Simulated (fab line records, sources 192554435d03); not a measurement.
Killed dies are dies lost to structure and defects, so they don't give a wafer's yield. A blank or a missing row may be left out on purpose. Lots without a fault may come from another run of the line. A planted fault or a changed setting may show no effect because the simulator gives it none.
fab line records | flow n5_finfet
record lots=7 wafers=21
route steps=1938 shown BEOL_M10@1480 BEOL_M11@1539 BEOL_M12@1637
start_h: hours from the record's first day to the start of the lot's first wafer shown | wait_h: hours since the lot's step before | " the same as in the row above | L1.1+2: a row that stands for several wafers | - no value, or no start given | * or withheld: withheld | < > ~ a bound
route shown NAME@n: a module of which the file shows steps, and the number in the route of the first | usual: mean/standard deviation of fault-free wafers | same: alike in all rows | chamber/n: place in a boat | sites: the reading at each site | _std_site: their standard deviation | _edge_site: outer sites' mean less inner sites' | radius_mm: how far each site lies from the wafer's centre | mask NAME#n: copy n | behind: the tool/chamber that last shaped the wafer | hold: why the lot was held/for how many hours/how that ended | device: the transistor (n, p or np) that didn't switch | end of line: the same wafers' tests at the end of the route | a step without rows: its recipe alone | killed: dies lost to structure and defects at the first sort, not the wafer's yield | map: a wafer's dies, x killed, . not, _ none there
set.NAME: the setting as run; set.NAME@STEP: as run at that earlier step | model.NAME: the simulator's own value behind a step, which no gauge read
lots whose settings were changed on purpose; a table a step, a row a wafer
## steps
# step N5_BEOL_M10_EXPOSE_08
# recipe mask_id=M10 na=1.35 source_shape=dipole sigma_inner=0.411 sigma_outer=0.611 polarization=te dose_mj=53.75
# columns lot.wafer tool chamber start_h wait_h mask set.dose_mj
L076.2+6 arfi_scanner-03 0 224.89 - M10#0 51.15
L076.5 " 0 " " M10#0 53.75
L080.1 arfi_scanner-03 0 252.11 - M10#0 53.75
L080.3+6 " 0 " " M10#0 49.89
L079.1+2+3 arfi_scanner-01 0 255.76 - M10#0 53.75
L083.4+6 arfi_scanner-03 0 272.92 - M10#0 53.75
L083.5 " 0 " " M10#0 57.58
L086.2+3+4 arfi_scanner-03 0 288.14 - M10#0 53.75
L091.1+2 arfi_scanner-03 0 321.92 - M10#0 53.75
L091.3 " 0 " " M10#0 55.87
L092.3+4+5 arfi_scanner-02 0 332.83 - M10#0 53.75
# step N5_BEOL_M10_PEB_09
# recipe peb_temp_c=withheld peb_time_s=60 resist=CAR-ArF
# step N5_BEOL_M10_DEVELOP_10
# recipe develop_time_s=30 developer=TMAH resist=CAR-ArF rinse_liquid=diw dry=air_spin dev_temp_c=23
# step N5_BEOL_M10_CD_MEAS_11
# recipe target_cd_nm=64.1 landing_energy_ev=500 detector=se_inlens polarity=opening
# usual cd_nm=64.0/0.57
# columns lot.wafer tool chamber start_h wait_h set.dose_mj@BEOL_M10_EXPOSE_08 cd_nm
L076.2 cd_sem-01 0 225.02 - 51.15 62.6
L076.5 " 0 " " 53.75 65.3
L076.6 " 0 " " 51.15 62.1
L080.1 cd_sem-03 0 252.23 - 53.75 64.2
L080.3 " 0 " " 49.89 60.3
L080.6 " 0 " " 49.89 60.0
L079.1 cd_sem-02 0 255.89 - 53.75 63.6
L079.2 " 0 " " 53.75 64.1
L079.3 " 0 " " 53.75 63.7
L083.4 cd_sem-03 0 273.03 - 53.75 64.2
L083.5 " 0 " " 57.58 68.8
L083.6 " 0 " " 53.75 64.4
L086.2 cd_sem-03 0 288.26 - 53.75 64.1
L086.3 " 0 " " 53.75 63.7
L086.4 " 0 " " 53.75 64.6
L091.1 cd_sem-02 0 322.05 - 53.75 63.3
L091.2 " 0 " " 53.75 64.0
L091.3 " 0 " " 55.87 65.4
L092.3 cd_sem-03 0 332.95 - 53.75 63.7
L092.4 " 0 " " 53.75 63.8
L092.5 " 0 " " 53.75 64.6
# step N5_BEOL_M10_DESCUM_16
# recipe chemistry=O2 time_s=7.9 source_power_w=50 bias_power_w=20 pressure_mtorr=20 rf_frequency_hz=2.712e+07 temp_c=40 resist=CAR-ArF o2_flow_sccm=225
# step N5_BEOL_M10_ETCH_61
# recipe chemistry=CF4 target=SiARC target_depth_a=390 mask_material=CAR-ArF time_s=65 ion_energy_ev=80 pressure_mtorr=40 source_w=545 bias_w=36 Ar_flow_sccm=100 cf4_flow_sccm=100 ends=cleared
# columns lot.wafer tool chamber start_h wait_h set.dose_mj@BEOL_M10_EXPOSE_08 model.BEOL_M10.cd_offset_nm
L076.2 rie_diel-04 0 225.14 0.0 51.15 -1.2
L076.5 " 1 " " 53.75 1
L076.6 " 2 " " 51.15 -2.2
L080.1 rie_diel-03 3 252.50 0.0 53.75 0.2
L080.3 " 0 " " 49.89 -3.6
L080.6 " 2 " " 49.89 -3.8
L079.1+3 rie_diel-06 3,1 256.99 0.0 53.75 -0.6
L079.2 " 0 " " 53.75 -0.2
L083.4 rie_diel-03 2 273.59 0.0 53.75 0.2
L083.5 " 0 " " 57.58 5
L083.6 " 1 " " 53.75 0.6
L086.2+3 rie_diel-06 3,0 288.38 0.0 53.75 -0.2
L086.4 " 3 " " 53.75 0.8
L091.1 rie_diel-06 0 322.41 0.0 53.75 -0.8
L091.2 " 2 " " 53.75 -0.2
L091.3 " 1 " " 55.87 1.2
L092.3+4 rie_diel-03 2,1 333.07 0.0 53.75 0
L092.5 " 3 " " 53.75 0.6
# step N5_BEOL_M10_ETCH_62
# recipe chemistry=N2/H2 target=SOC target_depth_a=1100 overetch_a=220 mask_material=SiARC temp_c=40 time_s=165 ion_energy_ev=200 pressure_mtorr=30 source_w=840 bias_w=150 n2_flow_sccm=200 h2_flow_sccm=200
# columns lot.wafer tool chamber start_h wait_h set.dose_mj@BEOL_M10_EXPOSE_08 model.BEOL_M10.cd_offset_nm
L076.2 rie_diel-04 0 225.19 0.0 51.15 -1.4
L076.5 " 1 " " 53.75 1.6
L076.6 " 2 " " 51.15 -2
L080.1 rie_diel-03 3 252.55 0.0 53.75 0.6
L080.3+6 " 0,2 " " 49.89 -3.8
L079.1+2 rie_diel-06 3,0 257.04 0.0 53.75 -0.8
L079.3 " 1 " " 53.75 -1
L083.4 rie_diel-03 2 273.64 0.0 53.75 0.4
L083.5 " 0 " " 57.58 5
L083.6 " 1 " " 53.75 0.8
L086.2 rie_diel-06 3 288.43 0.0 53.75 -0.4
L086.3 " 0 " " 53.75 -0.8
L086.4 " 3 " " 53.75 0.4
L091.1 rie_diel-06 0 322.46 0.0 53.75 -0.8
L091.2 " 2 " " 53.75 -0.2
L091.3 " 1 " " 55.87 0.8
L092.3 rie_diel-03 2 333.12 0.0 53.75 0
L092.4 " 1 " " 53.75 -0.2
L092.5 " 3 " " 53.75 0.8
# step N5_BEOL_M10_STRIP_68
# recipe chemistry=N2/H2 temp_c=40 n2_flow_sccm=200 h2_flow_sccm=200 rf_frequency_hz=6e+07
# step N5_BEOL_M10_STRIP_67
# recipe chemistry=CF4 resist=SiARC power_w=300 bias_power_w=75 pressure_mtorr=50 cf4_flow_sccm=150 rf_frequency_hz=6e+07
# step N5_BEOL_M10_HM_OPEN_17
# recipe chemistry=Cl2/BCl3 target_depth_a=200 overetch_a=60 target=TiN mask_material=SOC ion_energy_ev=150 pressure_mtorr=10 icp_w=1000 bias_w=126 Cl2_flow_sccm=53.25 bcl3_flow_sccm=21.75 Ar_flow_sccm=25
# step N5_BEOL_M10_STRIP_19
# recipe chemistry=O2 power_w=400 temp_c=40 pressure_mtorr=30 rf_frequency_hz=6e+07 bias_power_w=0 overash_fraction=0.2 o2_flow_sccm=225
# step N5_BEOL_M10_CD_MEAS_18
# recipe pitch_nm=140 target_cd_nm=70
# usual cd_nm=69.9/0.74
# columns lot.wafer tool chamber start_h wait_h set.dose_mj@BEOL_M10_EXPOSE_08 cd_nm
L076.2 cd_sem-03 - 225.56 0.1 51.15 68.9
L076.5 " - " " 53.75 72.0
L076.6 " - " " 51.15 68.3
L080.1 cd_sem-03 - 252.92 0.0 53.75 70.7
L080.3 " - " " 49.89 66.4
L080.6 " - " " 49.89 66.1
L079.1 cd_sem-03 - 257.41 0.0 53.75 69.2
L079.2 " - " " 53.75 69.4
L079.3 " - " " 53.75 68.6
L083.4 cd_sem-01 - 274.02 0.1 53.75 70.5
L083.5 " - " " 57.58 74.8
L083.6 " - " " 53.75 71.1
L086.2 cd_sem-01 - 288.91 0.1 53.75 68.7
L086.3 " - " " 53.75 69.0
L086.4 " - " " 53.75 70.1
L091.1 cd_sem-01 - 322.91 0.0 53.75 69.1
L091.2 " - " " 53.75 69.9
L091.3 " - " " 55.87 70.8
L092.3 cd_sem-02 - 333.71 0.1 53.75 69.8
L092.4 " - " " 53.75 70.6
L092.5 " - " " 53.75 70.8
# step N5_BEOL_M10_COAT_63
# recipe resist=SOC temp_c=250 time_s=60 spin_rpm=1500 resist_thk_nm=100
# step N5_BEOL_M10_COAT_64
# recipe resist=SiARC temp_c=220 time_s=60 spin_rpm=1500 resist_thk_nm=30
# step N5_BEOL_M10_PRECLEAN_42
# recipe chemistry=residue_remover time_s=60 temp_c=40
# step N5_BEOL_M10_SRD_43
# recipe time_s=30 temp_c=23 rinse_liquid=diw dry=ipa_marangoni
# step N5_BEOL_M10_CD_MEAS_35
# recipe target_cd_nm=70 polarity=opening
# usual cd_nm=69.8/0.74
# columns lot.wafer tool chamber start_h wait_h set.dose_mj@BEOL_M10_EXPOSE_08 cd_nm
L076.2 cd_sem-03 - 227.93 0.0 51.15 68.4
L076.5 " - " " 53.75 71.6
L076.6 " - " " 51.15 68.0
L080.1 cd_sem-03 - 256.94 0.0 53.75 70.6
L080.3 " - " " 49.89 66.2
L080.6 " - " " 49.89 66.3
L079.1 cd_sem-02 - 258.56 0.0 53.75 69.1
L079.2 " - " " 53.75 69.4
L079.3 " - " " 53.75 69.7
L083.4 cd_sem-03 - 276.08 0.0 53.75 70.6
L083.5 " - " " 57.58 75.6
L083.6 " - " " 53.75 71.0
L086.2 cd_sem-02 - 291.69 0.0 53.75 69.6
L086.3 " - " " 53.75 68.6
L086.4 " - " " 53.75 70.3
L091.1 cd_sem-03 - 323.95 0.0 53.75 69.1
L091.2 " - " " 53.75 69.9
L091.3 " - " " 55.87 71.0
L092.3 cd_sem-02 - 335.66 0.0 53.75 69.8
L092.4 " - " " 53.75 70.1
L092.5 " - " " 53.75 70.7
# step N5_BEOL_M11_PECVD_70
# recipe material=SiO2 target_thk_a=200 temp_c=400 precursor=TEOS/O2 pressure_torr=5.5 rf_w=450 teos_flow_sccm=53.8 gas=O2 flow_sccm=3000 time_s=22.7
# columns lot.wafer tool chamber start_h wait_h set.temp_c model.SiO2_of_BEOL_M11_PECVD_70.thk_nm
L076.2 pecvd-04 1 232.11 0.0 400 19.8
L076.5 " 1 " " 400 20.4
L076.6 " 2 " " 404.7 19.6
L080.1 pecvd-01 0 260.91 0.0 394.8 20.4
L080.3 " 2 " " 394.8 20.2
L080.6 " 1 " " 400 19.8
L079.1 pecvd-04 2 262.31 0.0 417.4 17.2
L079.2 " 0 " " 400 19.4
L079.3 " 2 " " 400 20
L083.4 pecvd-04 0 281.31 0.1 400 19.6
L083.5 " 1 " " 386 22.2
L083.6 " 2 " " 386 21.8
L086.2 pecvd-04 1 295.85 0.0 388.9 21.4
L086.3 " 0 " " 400 19.6
L086.4 " 2 " " 388.9 21.6
L091.1 pecvd-03 0 327.32 0.0 400 19.6
L091.2 " 2 " " 390.3 20.4
L091.3 " 0 " " 400 20.2
L092.3 pecvd-01 1 339.40 0.0 400 19.8
L092.4 " 0 " " 400 20.2
L092.5 " 1 " " 400 20
# step N5_BEOL_M11_COAT_05
# recipe resist=CAR-ArF spin_rpm=1500 resist_thk_nm=90
# columns lot.wafer tool chamber start_h wait_h set.spin_rpm model.CAR-ArF_of_BEOL_M11_COAT_05.thk_nm
L076.2 litho_track-02 0 - - 1591 87.4
L076.5 " 0 " " 1591 87.6
L076.6 " 0 " " 1500 90.4
L080.1+6 litho_track-01 0 - - 1500 90.2
L080.3 " 0 " " 1500 90
L079.1+3 litho_track-01 0 - - 1500 90.2
L079.2 " 0 " " 1500 90.4
L083.4+5 litho_track-03 0 - - 1368 94.2
L083.6 " 0 " " 1500 90.2
L086.2 litho_track-03 0 - - 1500 90
L086.3 " 0 " " 1500 89.6
L086.4 " 0 " " 1500 89.8
L091.1+2 litho_track-02 0 - - 1500 90.4
L091.3 " 0 " " 1500 90.2
L092.3+4 litho_track-02 0 - - 1500 89.8
L092.5 " 0 " " 1500 89.6
# step N5_BEOL_M11_EBR_07
# recipe solvent=PGMEA ebr_width_mm=1.5
# step N5_BEOL_M11_SOFTBAKE_06
# recipe temp_c=110 time_s=60 resist=CAR-ArF
# step N5_BEOL_M11_EXPOSE_08
# recipe mask_id=M11 na=1.35 source_shape=dipole sigma_inner=0.411 sigma_outer=0.611 polarization=te dose_mj=53.75
# step N5_BEOL_M11_PEB_09
# recipe peb_temp_c=withheld peb_time_s=60 resist=CAR-ArF
# step N5_BEOL_M11_DEVELOP_10
# recipe develop_time_s=30 developer=TMAH resist=CAR-ArF rinse_liquid=diw dry=air_spin dev_temp_c=23
# columns lot.wafer tool chamber start_h wait_h set.spin_rpm@BEOL_M11_COAT_05 model.CAR-ArF_of_BEOL_M11_COAT_05.thk_nm
L076.2 litho_track-01 0 - - 1591 85.6
L076.5 " 0 " " 1591 86
L076.6 " 0 " " 1500 88.6
L080.1 litho_track-02 0 - - 1500 88.6
L080.3 " 0 " " 1500 88.2
L080.6 " 0 " " 1500 88.4
L079.1+2+3 litho_track-03 0 - - 1500 88.6
L083.4+5 litho_track-01 0 - - 1368 92.6
L083.6 " 0 " " 1500 88.4
L086.2 litho_track-02 0 - - 1500 88.4
L086.3+4 " 0 " " 1500 88
L091.1+2 litho_track-03 0 - - 1500 88.6
L091.3 " 0 " " 1500 88.4
L092.3 litho_track-03 0 - - 1500 88.2
L092.4+5 " 0 " " 1500 88
# step N5_BEOL_M12_ETCH_68
# recipe chemistry=N2/H2 target=SOC mask_material=SiARC source_w=3000 bias_w=350 temp_c=40 time_s=285 ion_energy_ev=200 pressure_mtorr=30 n2_flow_sccm=200 h2_flow_sccm=200
# columns lot.wafer tool chamber start_h wait_h set.time_s model.SiARC_of_BEOL_M12_COAT_66.thk_nm
L076.2 rie_diel-03 3 240.79 0.1 285 84.8
L076.5 " 0 " " 285 85.8
L076.6 " 1 " " 285 85.4
L080.1+6 rie_diel-04 0 267.84 0.1 285 85.6
L080.3 " 3 " " 347.5 80.2
L079.1 rie_diel-04 0 272.48 0.1 285 86.8
L079.2 " 2 " " 233.6 90.6
L079.3 " 3 " " 285 86.4
L083.4 rie_diel-04 2 291.32 0.1 285 85.4
L083.5 " 3 " " 285 85.2
L083.6 " 0 " " 285 85.8
L086.2 rie_diel-06 3 303.95 0.1 338.4 81.4
L086.3 " 1 " " 285 85.6
L086.4 " 2 " " 285 86.4
L091.1 rie_diel-06 2 336.14 0.1 237.1 90
L091.2 " 1 " " 285 85.2
L091.3 " 0 " " 285 85.8
L092.3 rie_diel-04 0 349.77 0.1 285 86
L092.4 " 2 " " 285 85.4
L092.5 " 1 " " 285 85.8
# step N5_BEOL_M12_TRENCH_ETCH_34
# recipe chemistry=C4F8/O2/Ar target=SiOC target_depth_a=3189.5 mask_material=SOC pressure_mtorr=30 source_w=3000 bias_w=700 Ar_flow_sccm=400 C4F8_flow_sccm=15 O2_flow_sccm=8 he_inner_torr=15 he_outer_torr=30 time_s=125.5 ion_energy_ev=250
# columns lot.wafer tool chamber start_h wait_h set.time_s model.etch.depth_nm
L076.2 rie_diel-03 3 240.97 0.0 125.5 329.8
L076.5 " 0 " " 125.5 318
L076.6 " 1 " " 125.5 318.7
L080.1 rie_diel-04 0 268.02 0.0 148.4 374.4
L080.3 " 3 " " 148.4 377.6
L080.6 " 0 " " 125.5 315.9
L079.1 rie_diel-04 0 272.66 0.0 99.63 251.4
L079.2 " 2 " " 99.63 254.7
L079.3 " 3 " " 125.5 322.1
L083.4 rie_diel-04 2 291.48 0.1 125.5 319.4
L083.5 " 3 " " 125.5 318.1
L083.6 " 0 " " 143.3 358.7
L086.2 rie_diel-06 3 304.13 0.0 125.5 322.7
L086.3 " 1 " " 125.5 322.9
L086.4 " 2 " " 125.5 323.4
L091.1 rie_diel-06 2 336.32 0.0 125.5 314.4
L091.2 " 1 " " 139.2 354.9
L091.3 " 0 " " 139.2 351.3
L092.3 rie_diel-04 0 349.95 0.0 125.5 315
L092.4 " 2 " " 125.5 321.6
L092.5 " 1 " " 125.5 321.4
# step N5_BEOL_M12_STRIP_70
# recipe chemistry=C4F8/O2/Ar resist=SiARC rf_frequency_hz=6e+07
# step N5_BEOL_M12_OCD_MEAS_35
# usual trench_depth_nm=320/4
# columns lot.wafer tool chamber start_h wait_h set.time_s@BEOL_M12_TRENCH_ETCH_34 trench_depth_nm
L076.2 ocd-01 - 241.13 0.0 125.5 330
L076.5 " - " " 125.5 318
L076.6 " - " " 125.5 318
L080.1 ocd-01 - 268.17 0.0 148.4 374
L080.3 " - " " 148.4 378
L080.6 " - " " 125.5 316
L079.1 ocd-02 - 272.81 0.0 99.63 251
L079.2 " - " " 99.63 255
L079.3 " - " " 125.5 322
L083.4 ocd-02 - 291.58 0.0 125.5 319
L083.5 " - " " 125.5 318
L083.6 " - " " 143.3 358
L086.2 ocd-02 - 304.29 0.0 125.5 323
L086.3 " - " " 125.5 323
L086.4 " - " " 125.5 324
L091.1 ocd-02 - 336.48 0.0 125.5 314
L091.2 " - " " 139.2 355
L091.3 " - " " 139.2 351
L092.3 ocd-02 - 350.11 0.0 125.5 315
L092.4 " - " " 125.5 322
L092.5 " - " " 125.5 321
# step N5_BEOL_M12_STRIP_37
# recipe chemistry=N2/H2 power_w=1000 temp_c=250 h2_frac=0.65 overash_fraction=0.3 pressure_mtorr=withheld n2_flow_sccm=1750 h2_flow_sccm=3250
# step N5_BEOL_M12_ETCH_38
# recipe chemistry=CF4/N2 target=SiCN target_depth_a=687 taper_deg=2 time_s=73.4 ion_energy_ev=150 mask_material=SiO2 pressure_mtorr=40 source_w=430 bias_w=70 Ar_flow_sccm=100 cf4_flow_sccm=60 n2_flow_sccm=60
# step N5_BEOL_M12_ECD_47
# recipe material=Cu target_thk_a=7200
# step N5_BEOL_M12_ANNEAL_48
# recipe temp_c=225 time_s=90 ambient=N2
# step N5_BEOL_M12_CMP_49
# recipe stop_on=SiOC t_overpolish_s=20.6 down_force_psi=1 platen_rpm=50 clearing_platen_down_force_psi=1.5 clearing_platen_rpm=50 post_cmp_clean=cu_alkaline target_thk_nm=320 clearing_platen_pad_velocity_m_s=0.99484 pad_velocity_m_s=0.99484
# columns lot.wafer tool chamber start_h wait_h set.time_s@BEOL_M12_TRENCH_ETCH_34 model.Cu_of_BEOL_M12_ECD_47.thk_nm
L076.2 cmp-01 0 246.41 0.2 125.5 330.2
L076.5 " 0 " " 125.5 320.2
L076.6 " 1 " " 125.5 320
L080.3 cmp-02 3 270.19 0.2 148.4 375.6
L080.1 " 1 " " 148.4 374
L080.6 " 3 " " 125.5 315.6
L079.2 cmp-04 3 275.74 0.2 99.63 256
L079.1 " 0 " " 99.63 252
L079.3 " 1 " " 125.5 322.2
L083.4 cmp-04 2 295.65 0.2 125.5 320.8
L083.6 " 3 " " 143.3 359.8
L083.5 " 0 " " 125.5 319.4
L086.3+2 cmp-02 3,1 309.78 0.2 125.5 323.4
L086.4 " 0 " " 125.5 323.6
L091.1 cmp-02 3 339.53 0.3 125.5 313.4
L091.3 " 0 " " 139.2 351.8
L091.2 " 2 " " 139.2 355.4
L092.4 cmp-02 0 351.95 0.2 125.5 322.2
L092.3 " 1 " " 125.5 315.8
L092.5 " 0 " " 125.5 320.8
# step N5_BEOL_M12_THK_MEAS_50
# recipe thk_meas_gauge=xrf reads=Cu_of_BEOL_M12_ECD_47
# usual M12_THK=320/4.8
# columns lot.wafer tool chamber start_h wait_h set.time_s@BEOL_M12_TRENCH_ETCH_34 M12_THK[nm]
L076.2 film_metro-02 - 246.70 - 125.5 333
L076.5 " - " " 125.5 323
L076.6 " - " " 125.5 324
L080.1 film_metro-02 - 270.45 - 148.4 374
L080.3 " - " " 148.4 377
L080.6 " - " " 125.5 316
L079.1 film_metro-01 - 276.00 - 99.63 248
L079.2 " - " " 99.63 252
L079.3 " - " " 125.5 318
L083.4 film_metro-02 - 295.83 - 125.5 319
L083.5 " - " " 125.5 318
L083.6 " - " " 143.3 358
L086.2 film_metro-01 - 310.08 - 125.5 323
L086.3 " - " " 125.5 324
L086.4 " - " " 125.5 324
L091.1 film_metro-01 - 339.82 - 125.5 312
L091.2 " - " " 139.2 353
L091.3 " - " " 139.2 350
L092.3 film_metro-01 - 352.21 - 125.5 311
L092.4 " - " " 125.5 318
L092.5 " - " " 125.5 317
# step N5_BEOL_M12_PRE_CLEAN_52
# recipe gas=NH3 time_s=15 temp_c=withheld rf_power_w=300
# step N5_BEOL_M12_DEP_53
# recipe material=SiCN target_thk_a=300 temp_c=withheld precursor=3MS/NH3 pressure_torr=3 rf_w=675 time_s=10.5
# step N5_BEOL_M12_RS_MEAS_54
# recipe thk_meas_gauge=four-point-probe reads=Cu_of_BEOL_M12_ECD_47+Ta_of_BEOL_M12_SPUTTER_44+TaN_of_BEOL_M12_SPUTTER_43
# usual M12_RS=0.0599/0.00084
# columns lot.wafer tool chamber start_h wait_h set.time_s@BEOL_M12_TRENCH_ETCH_34 M12_RS[ohm/sq]
L076.2 film_metro-02 - 246.83 0.0 125.5 0.0583
L076.5 " - " " 125.5 0.0600
L076.6 " - " " 125.5 0.0602
L080.1 film_metro-01 - 270.57 0.0 148.4 0.0508
L080.3 " - " " 148.4 0.0508
L080.6 " - " " 125.5 0.0608
L079.1 film_metro-02 - 276.13 0.0 99.63 0.0773
L079.2 " - " " 99.63 0.0761
L079.3 " - " " 125.5 0.0597
L083.4 film_metro-02 - 295.96 0.0 125.5 0.0600
L083.5 " - " " 125.5 0.0602
L083.6 " - " " 143.3 0.0532
L086.2 film_metro-01 - 310.20 0.0 125.5 0.0591
L086.3 " - " " 125.5 0.0593
L086.4 " - " " 125.5 0.0591
L091.1 film_metro-02 - 339.99 0.0 125.5 0.0614
L091.2 " - " " 139.2 0.0539
L091.3 " - " " 139.2 0.0544
L092.3 film_metro-02 - 352.33 0.0 125.5 0.0609
L092.4 " - " " 125.5 0.0597
L092.5 " - " " 125.5 0.0599
## key
split step=N5_BEOL_M10_EXPOSE_08 setting=dose_mj stated=53.75 by=wafer
response step=N5_BEOL_M10_CD_MEAS_11 reading=cd_nm change=+0.587 per=1% r=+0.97
response step=N5_BEOL_M10_ETCH_61 reading=model.BEOL_M10.cd_offset_nm change=+0.57 per=1% r=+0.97
response step=N5_BEOL_M10_ETCH_62 reading=model.BEOL_M10.cd_offset_nm change=+0.595 per=1% r=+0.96
response step=N5_BEOL_M10_CD_MEAS_18 reading=cd_nm change=+0.584 per=1% r=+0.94
response step=N5_BEOL_M10_CD_MEAS_35 reading=cd_nm change=+0.623 per=1% r=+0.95
split step=N5_BEOL_M11_PECVD_70 setting=temp_c stated=400 by=wafer
response step=N5_BEOL_M11_PECVD_70 reading=model.SiO2_of_BEOL_M11_PECVD_70.thk_nm change=-0.565 per=1% r=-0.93
split step=N5_BEOL_M11_COAT_05 setting=spin_rpm stated=1500 by=wafer
response step=N5_BEOL_M11_COAT_05 reading=model.CAR-ArF_of_BEOL_M11_COAT_05.thk_nm change=-0.462 per=1% r=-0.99
response step=N5_BEOL_M11_DEVELOP_10 reading=model.CAR-ArF_of_BEOL_M11_COAT_05.thk_nm change=-0.472 per=1% r=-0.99
split step=N5_BEOL_M12_ETCH_68 setting=time_s stated=285 by=wafer
response step=N5_BEOL_M12_ETCH_68 reading=model.SiARC_of_BEOL_M12_COAT_66.thk_nm change=-0.245 per=1% r=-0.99
split step=N5_BEOL_M12_TRENCH_ETCH_34 setting=time_s stated=125.5 by=wafer
response step=N5_BEOL_M12_TRENCH_ETCH_34 reading=model.etch.depth_nm change=+3.25 per=1% r=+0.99
response step=N5_BEOL_M12_OCD_MEAS_35 reading=trench_depth_nm change=+3.26 per=1% r=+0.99
response step=N5_BEOL_M12_CMP_49 reading=model.Cu_of_BEOL_M12_ECD_47.thk_nm change=+3.23 per=1% r=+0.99
response step=N5_BEOL_M12_THK_MEAS_50 reading=M12_THK change=+3.2 per=1% r=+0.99
response step=N5_BEOL_M12_RS_MEAS_54 reading=M12_RS change=-0.000659 per=1% r=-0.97
